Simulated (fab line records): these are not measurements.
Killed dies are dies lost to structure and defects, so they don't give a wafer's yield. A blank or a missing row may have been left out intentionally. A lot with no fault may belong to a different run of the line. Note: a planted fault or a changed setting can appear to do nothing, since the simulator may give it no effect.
fab line records	flow n5Finfet
record: lots: 9	wafers: 26	lastDay: 18
route steps=1938 shown DUMMY_GATE@251 SD_EPI_N@267 BEOL_M4@1111 PASSIVATION@1936
lots that met no fault: taken from a fault-free run of the same line
startH: start of the lot's first displayed wafer, in hours after the record's first day	waitH: time in hours since the lot's previous step	" same as the row above	L1.1+2: one row covering several wafers at once	- no value, or no start given	* or withheld: withheld	< > ~ a bound
route shown NAME@n: names a module that has steps shown in the file, with the first one's number in the route	usual: average and standard deviation across the fault-free wafers	same: alike in all rows	chamber/n: place in a boat	sites: readings site by site	_std_site: standard deviation across them	_edge_site: inner sites' mean taken away from outer sites' mean	radiusMm: for every site, how far away it sits from the centre of the wafer	mask NAME#n: copy n	behind: the tool/chamber that last shaped the wafer	hold: reason for holding the lot/hours on hold/outcome of the hold	device: transistor that didn't switch, given as n, p or np	end of line: the same wafers' tests at the end of the route	a step without rows: its recipe alone	killed: dies lost to structure and defects at the first sort, not the wafer's yield	map: the dies of a wafer, with x for killed, . for not killed, _ for no die there
set.NAME: the setting the step ran with; set.NAME@STEP: the setting that earlier step ran with	model.NAME: the simulator's own value behind a step, which no gauge read
a sample of lots followed through the steps of the route, with each step as a table and each wafer as a row
services: when a tool's chamber went out of use (startH, in hours from the record's first day, below 0 if earlier), for how many hours, and the reason
== steps ==
step: N5_DUMMY_GATE_STRIP_48
recipe: chemistry: N2/H2	timeS: 20	powerW: 100	tempC: 40	pressureMtorr: 100	rfFrequencyHz: 6e+07	biasPowerW: 3	n2FlowSccm: 300	h2FlowSccm: 300
usual: drypumpMotorCurrentA: 5.7/0.31	oesProductAu: 0.81/0.07	rfVppV: 45.3/0.77	showerheadPlenumPTorr: 3.38/0.1	throttleValvePct: 12.13/0.25
same: timeS: 20
lot.wafer	tool	chamber	startH	waitH	drypumpMotorCurrentA	oesProductAu	rfHoursCounterH	rfVppV	showerheadPlenumPTorr	throttleValvePct
L762.2	rieDiel-04	1	61.89	0.0	5.7	0.94	25	44.8	3.30	11.78
L762.3	"	3	"	"	5.0	0.81	89	45.4	3.42	11.87
L762.5	"	1	"	"	5.7	0.94	-	45.6	3.30	11.78
L763.2	rieDiel-04	0	64.64	0.0	5.8	0.84	70	45.0	3.39	11.97
L763.3	"	1	"	"	5.7	0.94	26	45.9	3.30	11.78
L763.5	"	2	"	"	6.0	0.73	-	46.1	3.24	12.44
L765.1	rieDiel-01	3	80.71	0.0	5.7	0.80	110	43.9	3.26	12.27
L765.2	"	1	"	"	5.9	0.75	163	46.1	3.27	12.53
L765.5	"	0	"	"	5.8	0.89	-	46.0	3.46	11.88
L774.1	rieDiel-03	3	130.99	0.0	5.9	0.71	200	46.0	3.36	12.45
L774.3	"	1	"	"	5.3	0.82	91	44.8	3.39	11.94
L774.4	"	2	"	"	5.7	0.76	132	45.8	3.50	12.36
L776.3	rieDiel-01	1	142.34	0.0	5.9	0.74	182	44.8	3.26	12.57
L776.4	"	0	"	"	5.8	0.86	40	45.0	3.45	11.92
L776.6	"	3	"	"	5.7	0.78	-	44.2	3.25	12.31
L777.2	rieDiel-01	0	150.90	0.0	5.8	0.85	43	45.5	3.45	11.94
L777.4	"	1	"	"	5.9	0.74	185	44.4	3.26	12.59
L777.5	"	2	"	"	6.4	0.74	-	46.3	3.49	12.24
L778.1	rieDiel-01	2	156.46	0.0	6.3	0.73	170	46.2	3.49	12.25
L778.4	"	3	"	"	5.7	0.77	133	45.0	3.25	12.31
L782.1	rieDiel-01	3	180.36	0.0	5.7	0.77	139	45.1	3.24	12.34
L782.2	"	2	"	"	6.4	0.73	176	45.3	3.49	12.28
L782.5	"	0	"	"	5.8	0.84	-	45.4	3.44	11.97
L783.1	rieDiel-04	3	184.86	0.0	5.1	0.78	123	46.4	3.40	11.93
L783.2	"	2	"	"	6.0	0.71	215	44.5	3.23	12.50
L783.4	"	0	"	"	5.7	0.81	106	44.9	3.37	12.07
step: N5_SD_EPI_N_EXPOSE_06
recipe: maskId: SD_N_BLK	na: 1.35	sourceShape: conventional	sigmaOuter: 0.8	polarization: unpolarized	targetCdNm: 120	doseMj: 39.75
lot.wafer	tool	chamber	startH	waitH	mask
L762.2+3+5	arfiScanner-01	0	62.97	-	SD_N_BLK#0
L763.2+3+5	arfiScanner-03	0	65.71	-	SD_N_BLK#0
L765.1+2+5	arfiScanner-01	0	81.77	-	SD_N_BLK#0
L774.1+3+4	arfiScanner-01	0	131.94	-	SD_N_BLK#0
L776.3+4+6	arfiScanner-01	0	143.51	-	SD_N_BLK#0
L777.2+4+5	arfiScanner-02	0	153.26	-	SD_N_BLK#0
L778.1+4	arfiScanner-02	0	157.40	-	SD_N_BLK#0
L782.1+2+5	arfiScanner-02	0	181.46	-	SD_N_BLK#0
L783.1+2+4	arfiScanner-02	0	185.81	-	SD_N_BLK#0
step: N5_SD_EPI_N_OVL_MEAS_10
recipe: pointsPerWafer: 44
usual: SD_N_BLK_OVL: 0.0/0.83
same: pointsPerWafer: 44
lot.wafer	tool	chamber	startH	waitH	SD_N_BLK_OVL[nm]
L762.2	overlay-02	0	63.12	0.0	0.4
L762.3	"	0	"	"	0.3
L762.5	"	0	"	"	0.0
L763.2	overlay-01	0	65.86	0.0	1.8
L763.3	"	0	"	"	0.0
L763.5	"	0	"	"	-0.1
L765.1	overlay-02	0	81.93	0.0	0.2
L765.2	"	0	"	"	0.2
L765.5	"	0	"	"	0.2
L774.1	overlay-02	0	132.09	0.0	32.5
L774.3	"	0	"	"	32.3
L774.4	"	0	"	"	32.2
L776.3	overlay-02	0	143.66	0.0	33.8
L776.4	"	0	"	"	32.2
L776.6	"	0	"	"	31.5
L777.2	overlay-01	0	153.41	0.0	-0.3
L777.4	"	0	"	"	-1.2
L777.5	"	0	"	"	-0.2
L778.1	overlay-02	0	157.56	0.0	0.3
L778.4	"	0	"	"	-1.3
L782.1	overlay-01	0	181.62	0.0	-0.6
L782.2	"	0	"	"	0.8
L782.5	"	0	"	"	-0.1
L783.1	overlay-01	0	185.96	0.0	-0.3
L783.2	"	0	"	"	-1.3
L783.4	"	0	"	"	-1.0
step: N5_SD_EPI_N_ETCH_35
recipe: chemistry: N2/H2	target: SOC	overetchA: 1080	maskMaterial: SiARC	tempC: 40	ionEnergyEv: 100	sourceW: 3000	biasW: 133	pressureMtorr: 20	timeS: 486	n2FlowSccm: 200	h2FlowSccm: 200
usual: drypumpMotorCurrentA: 5.6/0.59	oesProductAu: 0.70/0.074	rfVppV: 240.8/1.3	showerheadPlenumPTorr: 2.55/0.077	throttleValvePct: 23.7/0.37
same: timeS: 486
lot.wafer	tool	chamber	startH	waitH	drypumpMotorCurrentA	oesProductAu	rfHoursCounterH	rfVppV	showerheadPlenumPTorr	throttleValvePct
L762.2	rieDiel-06	0	63.26	0.0	4.9	0.83	13	241.0	2.51	24.2
L762.3	"	3	"	"	5.7	0.63	208	239.7	2.48	23.3
L762.5	"	2	"	"	6.4	0.61	-	239.3	2.39	23.7
L763.2	rieDiel-06	2	66.19	0.0	6.4	0.61	240	238.4	2.39	23.7
L763.3	"	1	"	"	5.6	0.65	193	242.1	2.60	23.7
L763.5	"	3	"	"	5.7	0.64	-	240.8	2.48	23.3
L765.1	rieDiel-06	3	82.08	0.0	5.7	0.63	216	239.8	2.48	23.3
L765.2	"	2	"	"	6.4	0.61	247	237.1	2.39	23.7
L765.5	"	0	"	"	4.8	0.81	-	240.0	2.51	24.2
L774.1	rieDiel-02	0	132.33	0.0	5.5	0.72	112	241.0	2.57	23.7
L774.3	"	1	"	"	5.3	0.68	157	240.0	2.53	23.6
L774.4	"	3	"	"	6.5	0.65	190	238.5	2.53	23.7
L776.3	rieDiel-02	0	143.99	0.0	5.5	0.71	117	240.2	2.57	23.7
L776.4	"	2	"	"	4.7	0.72	107	241.9	2.64	22.9
L776.6	"	0	"	"	5.5	0.71	-	241.6	2.57	23.8
L777.2	rieDiel-06	2	153.56	0.0	6.4	0.82	16	242.6	2.70	23.4
L777.4	"	0	"	"	4.8	0.79	40	239.6	2.50	24.2
L777.5	"	0	"	"	4.8	0.79	-	239.2	2.50	24.2
L778.1	rieDiel-02	1	157.71	0.0	5.3	0.67	166	241.8	2.53	23.6
L778.4	"	0	"	"	5.5	0.71	121	240.3	2.57	23.8
L782.1	rieDiel-05	2	182.19	0.0	6.5	0.79	33	242.7	2.69	23.8
L782.2	"	3	"	"	5.8	0.83	14	240.8	2.49	24.3
L782.5	"	1	"	"	5.4	0.62	-	240.2	2.49	23.8
L783.1	rieDiel-05	0	186.57	0.0	5.5	0.71	115	238.9	2.47	24.0
L783.2	"	2	"	"	6.5	0.79	34	242.6	2.69	23.8
L783.4	"	3	"	"	5.7	0.82	16	240.7	2.49	24.3
step: N5_SD_EPI_N_ETCH_45
recipe: chemistry: CH3F/O2	target: SiOCN	targetDepthA: 60	maskMaterial: SOC	ionEnergyEv: 60	biasW: 29	pressureMtorr: 15	sourceW: 410	Ar_flow_sccm: 150	CH3F_flow_sccm: 30	O2_flow_sccm: 20
usual: drypumpMotorCurrentA: 5.6/0.58	mfcArSccm: 150.0/0.46	oesProductAu: 0.78/0.088	rfVppV: 127.3/0.99	showerheadPlenumPTorr: 2.00/0.067	throttleValvePct: 23.24/0.26
lot.wafer	tool	chamber	startH	waitH	drypumpMotorCurrentA	mfcArSccm	oesProductAu	rfHoursCounterH	rfVppV	showerheadPlenumPTorr	throttleValvePct
L762.2	rieDiel-06	0	63.69	0.1	4.8	150.8	0.96	13	126.8	1.94	22.98
L762.3	"	3	"	"	5.7	150.1	0.72	208	128.8	1.97	23.04
L762.5	"	2	"	"	6.4	150.2	0.69	-	124.7	1.88	23.44
L763.2	rieDiel-06	2	66.62	0.1	6.4	150.7	0.67	240	126.4	1.88	23.42
L763.3	"	1	"	"	5.5	151.3	0.70	194	127.2	2.07	23.82
L763.5	"	3	"	"	5.7	150.0	0.71	-	127.9	1.97	23.07
L765.1	rieDiel-06	3	82.50	0.1	5.7	149.5	0.71	216	127.5	1.96	23.07
L765.2	"	2	"	"	6.4	150.4	0.67	247	125.2	1.88	23.46
L765.5	"	0	"	"	4.8	150.3	0.92	-	127.2	1.94	23.01
L774.1	rieDiel-02	0	132.75	0.1	5.5	149.8	0.80	112	128.3	2.00	23.15
L774.3	"	1	"	"	5.3	150.4	0.75	157	126.3	2.01	23.22
L774.4	"	3	"	"	6.4	149.7	0.70	190	127.4	1.97	23.34
L776.3	rieDiel-02	0	144.42	0.1	5.5	149.7	0.81	117	127.4	2.00	23.15
L776.4	"	2	"	"	4.7	149.4	0.79	107	126.0	2.09	22.84
L776.6	"	0	"	"	5.5	149.6	0.80	-	126.8	2.00	23.14
L777.2	rieDiel-06	2	153.99	0.1	6.4	149.4	0.94	16	129.7	2.12	23.12
L777.4	"	0	"	"	4.8	149.6	0.88	41	125.6	1.93	23.04
L777.5	"	0	"	"	4.8	149.8	0.89	-	126.5	1.93	23.05
L778.1	rieDiel-02	3	158.13	0.1	6.5	150.1	0.70	198	127.8	1.97	23.36
L778.4	"	2	"	"	4.7	151.2	0.79	-	128.4	2.08	22.83
L782.1	rieDiel-05	2	182.61	0.1	6.5	148.9	0.87	33	129.7	2.12	23.29
L782.2	"	3	"	"	5.7	149.5	0.91	14	127.7	1.94	23.42
L782.5	"	1	"	"	5.5	150.2	0.68	-	127.5	1.97	23.39
L783.1	rieDiel-05	0	186.99	0.1	5.4	150.4	0.79	115	126.5	1.92	23.13
L783.2	"	2	"	"	6.4	150.3	0.87	34	128.7	2.12	23.28
L783.4	"	3	"	"	5.7	149.8	0.91	16	127.5	1.94	23.42
step: N5_BEOL_M4_RC_MEAS_101
usual: DIBL_N: 37.1/2.4	DIBL_P: 37/3	IOFF_N: 0.18/0.053	IOFF_P: 0.21/0.05	ION_N: 674/14	ION_P: 459/9.2	SS_N: 72.1/0.9	SS_P: 73.4/0.89	VT_N: 250/3.8	VT_P: -251/3.7
lot.wafer	tool	chamber	startH	waitH	DIBL_N[mV/V]	DIBL_P[mV/V]	IOFF_N[nA/um]	IOFF_P[nA/um]	ION_N[uA/um]	ION_P[uA/um]	SS_N[mV/dec]	SS_P[mV/dec]	VT_N[mV]	VT_P[mV]
L762.2	prober-02	0	200.38	0.2	35.7	35	0.16	0.22	671	464	71.8	72.9	249	-249
L762.3	"	0	"	"	37.7	36	0.19	0.22	677	461	72.6	73.0	251	-249
L762.5	"	0	"	"	34.8	34	0.14	0.18	656	455	71.9	72.3	253	-249
L765.1	prober-02	0	205.69	0.0	40.3	37	0.26	0.19	659	447	74.5	73.1	250	-253
L765.2	"	0	"	"	35.2	35	0.13	0.16	654	445	70.6	73.0	253	-254
L765.5	"	0	"	"	36.3	36	0.14	0.17	655	441	71.5	72.5	252	-254
L763.2	prober-01	0	205.80	0.2	37.7	39	0.20	0.25	688	467	71.6	73.7	248	-248
L763.3	"	0	"	"	36.7	37	0.19	0.23	681	464	72.0	72.7	245	-248
L763.5	"	0	"	"	37.9	38	0.20	0.23	664	453	73.0	73.8	247	-248
L774.1	prober-02	0	265.37	0.0	35.8	36	0.15	0.19	694	467	71.0	72.6	250	-253
L774.3	"	0	"	"	39.2	40	0.21	0.25	679	466	72.0	74.1	246	-250
L774.4	"	0	"	"	39.0	41	0.21	0.27	712	484	72.4	74.0	243	-248
L776.3	prober-02	0	274.10	0.3	35.3	33	0.13	0.16	663	454	70.9	72.4	250	-255
L776.4	"	0	"	"	39.8	40	0.20	0.25	685	468	72.8	74.7	248	-247
L776.6	"	0	"	"	37.4	37	0.15	0.21	666	458	71.4	73.0	251	-250
L778.1	prober-01	0	280.56	0.0	40.9	42	0.28	0.33	695	474	72.6	74.0	242	-243
L778.4	"	0	"	"	36.4	37	0.15	0.21	671	462	72.2	72.9	250	-249
L777.2	prober-02	0	282.61	0.2	32.8	32	0.11	0.16	661	456	70.1	71.6	256	-254
L777.4	"	0	"	"	36.2	36	0.17	0.23	673	466	71.6	73.3	248	-248
L777.5	"	0	"	"	34.8	32	0.13	0.18	665	460	71.4	72.0	254	-251
L782.1	prober-01	0	309.62	0.0	36.6	37	0.17	0.18	682	459	72.2	72.7	251	-256
L782.2	"	0	"	"	34.7	35	0.14	0.16	665	446	71.2	73.3	251	-255
L782.5	"	0	"	"	34.5	35	0.14	0.16	670	458	70.7	73.3	252	-258
L783.1	prober-01	0	312.45	0.0	34.9	35	0.13	0.16	662	456	71.0	73.0	254	-253
L783.2	"	0	"	"	37.6	38	0.16	0.19	662	448	71.7	73.5	254	-253
L783.4	"	0	"	"	37.8	39	0.19	0.22	681	460	71.8	73.7	249	-252
step: N5_PASSIVATION_PROBE_49
usual: defectLimitedYield: 91.6/1.4	killed_at_M0_to_M3: 32/9.5	killed_at_M4_up: 13/6	killedAtContacts: 12/5.6	killedAtFrontEnd: 39/11	killedAtOther: 2.8/2.3	killedDies: 99/16	killedOpen: 65/12	killedShort: 32/7.6	sort_bin_4_leakage: 0.1/0.88	sort_bin_5_function: 4.8/0.88	sort_bin_6_memory: 3.2/0.65	sortNPass: 1077/29	sortYieldPct: 91.2/2.5
same: grossDies: 1180	killedAtBackSide: 0	sort_bin_8_speed[%]: 0
lot.wafer	tool	chamber	startH	waitH	defectLimitedYield[%]	killed_at_M0_to_M3	killed_at_M4_up	killedAtContacts	killedAtFrontEnd	killedAtOther	killedDies	killedOpen	killedShort	sort_bin_4_leakage[%]	sort_bin_5_function[%]	sort_bin_6_memory[%]	sortNPass	sortYieldPct[%]
L774.1	prober-01	-	375.42	0.6	90.9	23	12	23	47	2	107	75	30	0	5.2	3.7	1073	90.9
L774.3	prober-01	-	375.52	0.7	91.1	32	7	7	54	5	105	59	39	0	4.4	4.2	1075	91.1
L774.4	prober-01	-	375.57	0.7	91.6	44	6	16	29	4	99	63	34	0	5.0	3.1	1081	91.6
L776.3	prober-01	-	375.82	0.8	91.4	35	19	9	35	3	101	75	26	0	5.2	3.0	1079	91.4
L776.4	prober-01	-	375.87	0.9	88.7	38	20	24	51	0	133	92	36	0	5.8	4.5	1047	88.7
L776.6	prober-01	-	375.97	1.0	89.7	30	30	12	49	1	122	88	33	0	5.4	4.6	1058	89.7
L777.2	prober-02	-	397.35	0.7	92.5	37	7	17	25	2	88	59	29	0	4.4	2.8	1092	92.5
L777.4	prober-02	-	397.45	0.8	90.1	33	20	5	59	0	117	65	42	0	5.2	3.1	1063	90.1
L777.5	prober-02	-	397.50	0.8	90.4	45	6	12	49	1	113	68	38	0	5.9	2.9	1067	90.4
killed by level:class
L774.1 MOL_CONTACT_COAG:geometricParticle:open=23 FIN_SAQP:geometricParticle:open=15 FIN_SAQP:geometricParticle:short=8 BEOL_M1:geometricParticle:open=7 STI_FIN_REVEAL:geometricParticle:open=6 DUMMY_GATE:geometricParticle:open=5 BEOL_M0_SAQP:geometricParticle:open=5 BEOL_M4:geometricParticle:short=5
L774.3 GATE_CUT:geometricParticle:short=12 BEOL_M0_SAQP:geometricParticle:open=11 FIN_SAQP:geometricParticle:open=9 FIN_SAQP:geometricParticle:short=9 STI_FIN_REVEAL:geometricParticle:open=8 BEOL_M0_SAQP:geometricParticle:short=8 MOL_CONTACT_COAG:geometricParticle:open=6 BEOL_M1:geometricParticle:open=5
L774.4 BEOL_M0_SAQP:geometricParticle:short=15 BEOL_M0_SAQP:geometricParticle:open=12 MOL_CONTACT_COAG:geometricParticle:open=11 FIN_SAQP:geometricParticle:open=8 STI_FIN_REVEAL:geometricParticle:open=6 FIN_SAQP:geometricParticle:short=5 MOL_CONTACT_COAG:geometricParticle:short=5 BEOL_M3:geometricParticle:open=5
L776.3 BEOL_M4:geometricParticle:open=13 FIN_SAQP:geometricParticle:open=8 STI_FIN_REVEAL:geometricParticle:open=8 MOL_CONTACT_COAG:geometricParticle:open=8 BEOL_M0_SAQP:geometricParticle:open=7 BEOL_M0_SAQP:geometricParticle:short=6 BEOL_M2:geometricParticle:open=6 DUMMY_GATE:geometricParticle:open=5
L776.4 MOL_CONTACT_COAG:geometricParticle:open=21 BEOL_M1:geometricParticle:open=13 BEOL_M4:geometricParticle:open=11 STI_FIN_REVEAL:geometricParticle:open=10 BEOL_M0_SAQP:geometricParticle:open=10 FIN_SAQP:geometricParticle:short=9 DUMMY_GATE:geometricParticle:open=7 BEOL_M2:geometricParticle:open=6
L776.6 BEOL_M4:geometricParticle:open=14 STI_FIN_REVEAL:geometricParticle:open=13 FIN_SAQP:geometricParticle:open=10 BEOL_M0_SAQP:geometricParticle:open=10 MOL_CONTACT_COAG:geometricParticle:open=9 DUMMY_GATE:geometricParticle:open=8 BEOL_M1:geometricParticle:short=8 BEOL_M0_SAQP:geometricParticle:short=6
L777.2 MOL_CONTACT_COAG:geometricParticle:open=13 BEOL_M0_SAQP:geometricParticle:open=10 BEOL_M0_SAQP:geometricParticle:short=9 STI_FIN_REVEAL:geometricParticle:open=8 BEOL_M2:geometricParticle:open=7 MOL_CONTACT_COAG:geometricParticle:short=4 BEOL_M1:geometricParticle:open=4 GATE_CUT:geometricParticle:open=3
L777.4 FIN_SAQP:geometricParticle:open=16 FIN_SAQP:geometricParticle:short=11 BEOL_M0_SAQP:geometricParticle:short=9 HKMG_FIN:areaEtch=9 BEOL_M0_SAQP:geometricParticle:open=8 STI_FIN_REVEAL:geometricParticle:open=6 BEOL_M1:geometricParticle:open=5 BEOL_M2:geometricParticle:open=5
L777.5 FIN_SAQP:geometricParticle:open=12 BEOL_M0_SAQP:geometricParticle:open=12 BEOL_M0_SAQP:geometricParticle:short=12 BEOL_M1:geometricParticle:open=11 MOL_CONTACT_COAG:geometricParticle:open=10 FIN_SAQP:geometricParticle:short=9 HKMG_FIN:areaEtch=7 BEOL_M2:geometricParticle:open=5
== services ==
tool	chamber	startH	hours	kind
arfiScanner-02	-	38.72	1.3	pm
rieDiel-06	-	40.82	0.8	repair
arfiScanner-02	-	41.46	0.6	repair
rieDiel-01	-	44.12	14.6	pm
rieDiel-05	-	47.18	1.8	repair
arfiScanner-03	-	61.59	1.3	pm
rieDiel-04	3	63.58	3.9	repair
arfiScanner-03	-	68.44	1.0	pm
rieDiel-01	3	74.90	5.1	repair
arfiScanner-03	-	77.18	6.0	pm
arfiScanner-01	-	84.36	1.0	pm
rieDiel-06	0	93.20	17.5	repair
arfiScanner-02	-	94.33	11.1	repair
rieDiel-05	2	111.68	4.3	repair
arfiScanner-02	-	121.92	0.8	pm
arfiScanner-03	-	123.99	0.8	pm
arfiScanner-03	-	128.33	4.9	pm
arfiScanner-01	-	134.69	1.3	pm
arfiScanner-01	-	141.37	1.9	repair
rieDiel-04	-	146.76	2.8	pm
arfiScanner-02	-	151.96	1.3	pm
rieDiel-05	0	153.50	6.6	repair
rieDiel-04	2	163.49	3.9	repair
arfiScanner-01	-	177.94	1.0	pm
== key ==
firstSign: step: N5_SD_EPI_N_OVL_MEAS_10	reading: SD_N_BLK_OVL	direction: up	sigmas: 39	usual: 0.0	struck: 32.4
effect none on later readings
metAt N5_SD_EPI_N_EXPOSE_06
struckLots L774,L776
notActingAt N5_DUMMY_GATE_STRIP_48,N5_SD_EPI_N_ETCH_35,N5_SD_EPI_N_ETCH_45
onsetBetween 81.77 131.94
fault: kind: scannerMatchingOverlay	tool: arfiScanner-01	chamber: -	onsetH: 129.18	steps: N5_SD_EPI_N_EXPOSE_06	offset: 31.79
